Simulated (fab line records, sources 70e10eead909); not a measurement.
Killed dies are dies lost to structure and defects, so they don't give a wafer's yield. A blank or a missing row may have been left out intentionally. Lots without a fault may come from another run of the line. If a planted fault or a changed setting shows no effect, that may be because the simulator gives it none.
Struck lot and sound lot, side by side | flow nand harc | 17 steps out of a route of 1159
Sound: wafers L335.2, L335.4, L335.6. Struck: wafer L353.2. The cause is given at the end.
Per side, at each step with rows, come the tool, then ch with its chambers, and then its first start. Under that, the readings that differ: sound wafers | struck wafers | difference of the means | sigmas: that difference in standard deviations of wafers without a fault.
alike: readings with means less than 2 such deviations apart, plus words and numbers identical on both sides. not compared: withheld readings, readings lacking a value on some wafer, bounds such as >300 that could conceal the same value, and numbers that have no deviation in the record and whose values overlap.
Wherever a step has rows on one side only, a row that says differs or no value, or a row with sigmas, the two part there. Non-overlapping numbers with no deviation appear without sigmas and do not part them. A reading that every wafer of one side lacks parts them only if that side has two wafers or more.

NHARC_A_SGD_CUT_ETCH_59: etches the open film in N2/H2, target depth 260 nm, time 406.25 s.
  sound on rie diel-02 ch 0,2; struck on rie diel-04 ch 0
  reading      | sound             | struck | difference | sigmas
  rf vpp V (V) | 432.5 425.9 428.6 | 434.8  | +5.8       | +2
  alike: drypump motor current A, oes product au, showerhead plenum p Torr, throttle valve pct
  not compared: rf hours counter h
NHARC_A_SGD_CUT_ETCH_15: etches the open film in CH3F/O2, target depth 75 nm, time 64.3 s.
  sound on rie diel-02 ch 0,1,2; struck on rie diel-04 ch 0
  reading                         | sound          | struck | difference | sigmas
  showerhead plenum p Torr (Torr) | 2.29 2.33 2.54 | 2.62   | +0.23      | +2
  alike: drypump motor current A, o2 flow sccm, oes product au, rf vpp V, throttle valve pct
  not compared: rf hours counter h
NHARC_A_SGD_CUT_ETCH_16: etches the open film in C4F8/O2/Ar, target depth 310.5 nm, time 155.2 s.
  sound on rie diel-02 ch 0,2,3; struck on rie diel-04 ch 3
  alike: oes product au, rf vpp V
  not compared: rf hours counter h
then, 1 step without rows for these wafers: NHARC_A_SGD_CUT_STRIP_60 (strips in C4F8/O2/Ar).
NHARC_A_SGD_CUT_STRIP_17: strips in O2.
  sound on rie diel-02 ch 0,1; struck on rie diel-04 ch 2
  alike: drypump motor current A, o2 flow sccm, oes product au, rf vpp V, showerhead plenum p Torr, throttle valve pct
  not compared: rf hours counter h
then, 5 steps without rows for these wafers: NHARC_A_SGD_CUT_PRECLEAN_18 (cleans in SC1); NHARC_A_SGD_CUT_SRD_19; NHARC_A_SGD_CUT_DEP_20 (deposits SiO2, target thk 150 nm); NHARC_A_SGD_CUT_ANNEAL_27 (time 1800 s); NHARC_A_SGD_CUT_CMP_21 (polishes, target thk 148.19 nm).
NHARC_A_SGD_CUT_THK_MEAS_22: measures by ellipsometry.
  struck on film metro-02, day 18 01:42; sound on film metro-02, day 13 19:05
  alike: thk nm
after that, 1 step had no rows for these wafers: NHARC_A_SGD_CUT_SRD_23.
NHARC_A_SGD_CUT_ETCH_26: etches SiO2 in dHF, target depth 45.8 nm.
  sound on wet bench-02 ch 1,2,4, day 13 19:12; struck on wet bench-02 ch 0, day 18 01:46
NHARC_A_SGD_CUT_ETCHBACK_24: etches the open film in CH3F/O2, target depth 50 nm, time 92.857 s.
  sound on rie diel-04 ch 0,2,3, day 13 19:25; struck on rie diel-08 ch 1, day 18 01:56
  reading                         | sound          | struck | difference | sigmas
  showerhead plenum p Torr (Torr) | 2.57 2.62 2.57 | 2.36   | -0.23      | -2
  alike: drypump motor current A, o2 flow sccm, oes product au, rf vpp V, throttle valve pct
  not compared: rf hours counter h
then, 1 step without rows for these wafers: NHARC_A_SGD_CUT_STRIP_28 (strips in O2, time 20 s).
NHARC_A_SGD_CUT_INSPECT_25:
  struck on defect inspect-01, day 18 02:20; sound on defect inspect-01, day 13 19:38
  reading          | sound       | struck | difference | sigmas
  raw defect count | 291 370 350 | 1209   | +872       | +11
  not compared: hold
-- the record jumps here: 6 days lie between the struck wafers' starts before and after (it left off in module A_SGD_CUT and takes up again in module END, whose first step shown is number 1159 of the route) --
NHARC_END_SORT_01:
  sound on prober-01 ch 0, day 19 17:41; struck on prober-02 ch 0, day 24 00:05
  reading         | sound    | struck | difference | sigmas
  killed at array | 25 17 18 | 127    | +107       | +10
  killed dies     | 29 21 23 | 128    | +104       | +9
  alike: killed at other, killed at periphery, killed open, killed short

## WHERE THEY PART
Last at NHARC_END_SORT_01 as far as this record goes, first at NHARC_A_SGD_CUT_ETCH_59.

WHY: the cause the simulator had injected
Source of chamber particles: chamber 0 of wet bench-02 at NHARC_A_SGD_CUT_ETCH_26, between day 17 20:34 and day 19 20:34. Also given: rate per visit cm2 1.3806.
